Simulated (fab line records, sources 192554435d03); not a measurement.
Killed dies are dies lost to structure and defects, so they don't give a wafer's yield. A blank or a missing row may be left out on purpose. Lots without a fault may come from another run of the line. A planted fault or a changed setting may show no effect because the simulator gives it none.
A struck lot beside a sound one | flow n5_finfet | 19 steps out of a route of 1938
Sound: wafers L912.2, L912.3, L912.5. Struck: wafers L900.2, L900.3, L900.6. The cause comes at the end.
At each step with rows: each side's tool, then ch and its chambers, then its first start. Under that, the readings that differ: sound wafers | struck wafers | difference of the means | sigmas: that difference in standard deviations of wafers without a fault.
alike: readings whose means differ by less than 2 such deviations, and words and numbers that are the same on both sides. not compared: withheld readings, readings that some wafer has no value for, bounds like >300 that may hide the same value, and numbers for which the record gives no deviation and whose values overlap.
The two part at a step that has a row with sigmas, a row that says differs or no value, or rows on one side only. Numbers that don't overlap but have no deviation are shown without sigmas and don't part them. A reading that every wafer of one side lacks parts them only if that side has two wafers or more.

first, 9 steps without rows for these wafers: N5_BEOL_M12_DESCUM_15 (chemistry O2, time 7.9 s); N5_BEOL_M12_ETCH_59 (etches BARC in N2/H2, target depth 89 nm, overetch 26.7 nm, time 67.9 s); N5_BEOL_M12_VIA_ETCH_16 (etches SiOC in C4F8/O2/Ar, target depth 724.8 nm); N5_BEOL_M12_STRIP_63 (strips in N2/H2); N5_BEOL_M12_STRIP_64 (strips in N2/H2); N5_BEOL_M12_STRIP_71 (strips in post etch residue remover, time 60 s); N5_BEOL_M12_SRD_72 (time 30 s, dry time 30 s); N5_BEOL_M12_COAT_65 (time 60 s, resist thk 300 nm); N5_BEOL_M12_COAT_66 (time 60 s, resist thk 110 nm).
N5_BEOL_M12_COAT_22: resist thk 300 nm.
  sound on litho_track-02 ch 0, day 16 04:16; struck on litho_track-03 ch 0, day 13 18:27
  reading                                    | sound                | struck               | difference | sigmas
  spin_speed_rpm (rpm)                       | 2887.4 2889.9 2890.0 | 2722.4 2723.0 2721.7 | -166.7     | -93
  model.coat_of_BEOL_M12_COAT_22.thk_nm (nm) | 302 301.4 301.4      | 309.6 310 309.2      | +8.0       |
then, 7 steps without rows for these wafers: N5_BEOL_M12_EBR_24; N5_BEOL_M12_SOFTBAKE_23 (time 60 s); N5_BEOL_M12_EXPOSE_25 (exposes mask M12); N5_BEOL_M12_PEB_26 (peb time 90 s); N5_BEOL_M12_DEVELOP_27 (develop time 45 s); N5_BEOL_M12_HARDBAKE_32 (time 120 s); N5_BEOL_M12_DESCUM_33 (chemistry O2, time 7.9 s).
N5_BEOL_M12_ETCH_67: etches SiARC in CF4, target depth 143 nm, time 238.3 s.
  sound on rie_diel-04 ch 0,2,3, day 16 05:07; struck on rie_diel-03 ch 0,2,3, day 13 19:11
  reading                                    | sound             | struck            | difference | sigmas
  model.coat_of_BEOL_M12_COAT_22.thk_nm (nm) | 213.4 212.8 212.6 | 220.8 221.2 220.2 | +7.8       |
  alike: chamber_pressure_mTorr, drypump_motor_current_A, etch_rf_on_time_s, oes_product_au, rf_vpp_V, showerhead_plenum_p_Torr, throttle_valve_pct
  not compared: rf_hours_counter_h
then, 1 step without rows for these wafers: N5_BEOL_M12_ETCH_68 (etches SOC in N2/H2, time 285 s).

WHERE THEY PART
Only at N5_BEOL_M12_COAT_22, within this record. Later steps at which nothing parts them and some readings are alike: N5_BEOL_M12_ETCH_67.

WHY: what the simulator had put in
Process parameter drift: litho_track-03, from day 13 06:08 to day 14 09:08, at N5_BEOL_M12_COAT_22. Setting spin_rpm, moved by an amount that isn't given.
